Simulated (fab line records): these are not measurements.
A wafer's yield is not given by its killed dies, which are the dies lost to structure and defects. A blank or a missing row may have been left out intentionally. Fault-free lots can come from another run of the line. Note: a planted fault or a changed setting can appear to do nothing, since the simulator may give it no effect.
Split-lot experiment    flow n5_finfet    21 wafers read from 7 lots, route of 1938 steps

## THE SPLIT
At N5_BEOL_M2_DESCUM_33 (chemistry O2, time 7 s), the setting time_s was moved away from the recipe's 7 s on 8 of the 21 wafers read, by -21.3% to +21.8%. All remaining wafers had this setting at the recipe value.

## BETWEEN THE SPLIT AND THE READING: the file shows 1 step in between
- N5_BEOL_M2_ETCH_77: etches underlayer in N2/H2, target depth 6.5 nm, time 5.2 s

## THE READING
CAR-EUV_of_BEOL_M2_COAT_22.thk_nm (the simulator's own value, which no gauge read), in nm, at N5_BEOL_M2_ETCH_69 (etches SiARC in CF4, target depth 15.6 nm, time 26 s). No usual value for it is given in the file. Here, 13 wafers ran the recipe; their average is 11.2 nm with a standard deviation of 0.095 nm.

wafer   tool, chamber at the split  time_s as run, s  against the recipe  CAR-EUV_of_BEOL_M2_COAT_22.thk_nm, nm  against lot-mates on the recipe
L076.1  rie_diel-06, 2              7                 recipe              11.2                                   -
L076.5  rie_diel-06, 2              7                 recipe              11.2                                   -
L076.6  rie_diel-06, 1              5.511             -21.3%              12                                     +0.8
L077.2  rie_diel-03, 0              7                 recipe              11.2                                   -
L077.4  rie_diel-03, 2,0            7                 recipe              11.2                                   -
L077.6  rie_diel-03, 2,0            7                 recipe              11.2                                   -
L079.2  rie_diel-03, 1,2            5.871             -16.1%              11.6                                   +0.4
L079.3  rie_diel-03, 0              7                 recipe              11.2                                   -
L079.4  rie_diel-03, 1,2            5.871             -16.1%              11.8                                   +0.6
L085.2  rie_diel-06, 2,3            8.529             +21.8%              10.4                                   -1.0
L085.3  rie_diel-06, 2,3            8.529             +21.8%              10.4                                   -1.0
L085.4  rie_diel-06, 1              7                 recipe              11.4                                   -
L086.2  rie_diel-02, 2,3            7                 recipe              11                                     -
L086.4  rie_diel-02, 3              7                 recipe              11                                     -
L086.6  rie_diel-02, 2,3            7                 recipe              11.2                                   -
L088.2  rie_diel-03, 2              7                 recipe              11.2                                   -
L088.5  rie_diel-03, 3,0            5.762             -17.7%              11.8                                   +0.6
L088.6  rie_diel-03, 3,0            5.762             -17.7%              11.8                                   +0.6
L096.1  rie_diel-02, 1              7                 recipe              11.2                                   -
L096.2  rie_diel-02, 3              7                 recipe              11.2                                   -
L096.4  rie_diel-02, 3              5.88              -16.0%              11.8                                   +0.6
If several chambers appear in one row, that row covers several wafers at once and the file leaves open which wafer was in which chamber.

THE FIT
A straight line over all 21 wafers: CAR-EUV_of_BEOL_M2_COAT_22.thk_nm changes by -0.0356 nm for each +1% of time_s; r = -0.98; the points scatter about the line by 0.089 nm.
The same after taking each lot's own level away (the mean of its wafers on the recipe; 21 wafers): -0.0392 nm for each +1%; r = -0.99; scatter 0.077 nm.
The reading moves by 0.86 nm for the largest change in time_s, on that fit.
Across the lots, their own levels run from 11.07 to 11.40 nm, a range of 3.5 times the standard deviation given above.
Consequently the slope shifts little with the lot-to-lot level, the two slopes agreeing.
Check: -0.852 nm against its lot-mates is what the line predicts for one of the wafers moved furthest among these (+21.8%) when that wafer is left out of the fit. Against them it came out at -1 nm.

## OTHER SPLITS APPLIED TO THESE WAFERS
Before the reading, these wafers also passed through other splits. Each is held against what the fit with the lots' levels taken away leaves over:
other split on the same wafers     wafers away from the commonest value  r with CAR-EUV_of_BEOL_M2_COAT_22.thk_nm (lot level and that fit taken away)
N5_BEOL_M0_SAQP_COAT_08 spin_rpm   7                                     +0.01
N5_BEOL_M0_CUTY_EXPOSE_54 dose_mj  7                                     -0.08
N5_BEOL_M0_ETCH_138 source_w       3                                     +0.29
N5_BEOL_M1_ETCH_64 source_w        6                                     -0.21
N5_BEOL_M1_ALD_98 ald_cycles       5                                     +0.14
N5_BEOL_M1_TRENCH_ETCH_37 time_s   9                                     -0.08

## THE WHOLE CHAIN: every reading that the file lists as answering this split, in the file's order
step                  what it does                                                 reading                                                                             change (the file's fit)                 r (the file's)
N5_BEOL_M2_DESCUM_33  chemistry O2, time 7 s                                       CAR-EUV_of_BEOL_M2_COAT_22.thk_nm (the simulator's own value, which no gauge read)  -0.0375 nm for each +1% of the setting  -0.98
N5_BEOL_M2_ETCH_77    etches underlayer in N2/H2, target depth 6.5 nm, time 5.2 s  CAR-EUV_of_BEOL_M2_COAT_22.thk_nm (the simulator's own value, which no gauge read)  -0.0392 nm for each +1% of the setting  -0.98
N5_BEOL_M2_ETCH_69    etches SiARC in CF4, target depth 15.6 nm, time 26 s         CAR-EUV_of_BEOL_M2_COAT_22.thk_nm (the simulator's own value, which no gauge read)  -0.0382 nm for each +1% of the setting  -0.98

## THE FILE'S OWN FIT
CAR-EUV_of_BEOL_M2_COAT_22.thk_nm changes by -0.0382 nm for each +1% of time_s, r = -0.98.
